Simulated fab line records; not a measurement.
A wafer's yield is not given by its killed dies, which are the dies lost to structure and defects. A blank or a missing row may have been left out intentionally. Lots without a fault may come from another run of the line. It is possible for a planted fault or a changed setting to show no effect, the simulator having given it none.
Matching of chambers ; flow nand-harc ; NHARC_P_M0_DESCUM_14 on rie-diel-02: 4 sister chambers
The step chemistry O2, time 3 s. 8 wafers are shown with their chamber, then 12 later ones without.

== EACH WAFER AND ITS CHAMBER ==
wafer;chamber;oes-product-au (a.u.);rf-vpp-V (V)
L083.2;3;1.005;57.0
L087.3;1;1.018;57.4
L087.5;0;1.003;58.8
L088.1;1;1.008;58.6
L088.4;3;0.999;58.1
L086.3;2;0.998;57.8
L086.5;2;0.998;59.2
L086.6;0;1.014;56.7

== WAFERS WITH NO CHAMBER GIVEN ==
wafer;oes-product-au (a.u.);rf-vpp-V (V)
L090.1;1.003;57.7
L090.4;1.011;59.6
L090.6;1.011;58.3
L091.1;1.006;56.7
L091.2;1.003;57.7
L091.3;1.009;58.4
L094.2;1.003;59.2
L094.4;1.013;56.3
L094.6;1.013;57.7
L095.2;1.004;59.2
L095.5;0.993;58.3
L095.6;0.981;59.4

== EACH ONE'S CHAMBER ==
wafer;from the rows above;in truth
L090.1;can't be placed: 3 or 0 or 2 or 1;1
L090.4;can't be placed: 1 or 0 or 3 or 2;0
L090.6;can't be placed: 1 or 0 or 3 or 2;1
L091.1;can't be placed: 3 or 0 or 1 or 2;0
L091.2;can't be placed: 3 or 0 or 2 or 1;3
L091.3;can't be placed: 0 or 1 or 3 or 2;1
L094.2;can't be placed: 2 or 3 or 0 or 1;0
L094.4;can't be placed: 0 or 1 or 3 or 2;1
L094.6;can't be placed: 1 or 0 or 3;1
L095.2;can't be placed: 2 or 0 or 3 or 1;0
L095.5;can't be placed: 2 or 3 or 0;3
L095.6;can't be placed: 2 or 3 or 0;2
0 of 12 placed correctly. These rows do not allow placing 12 (true chamber among the candidates in 12). Wrongly placed: 0.
How it was worked out, from the rows above alone: a wafer's distance from a chamber is the root of the sum, over the readings, of the square of ((its reading less the chamber's mean) divided by the reading's scatter). If the next closest chamber is less than 2 further off than the closest, the wafer can't be placed; otherwise it belongs to the closest. The mean given for a chamber averages the wafers shown for that chamber. The scatter is the square root of a quotient: the sum, over the shown wafers, of each reading's squared deviation from its chamber's mean, divided by wafers minus chambers.
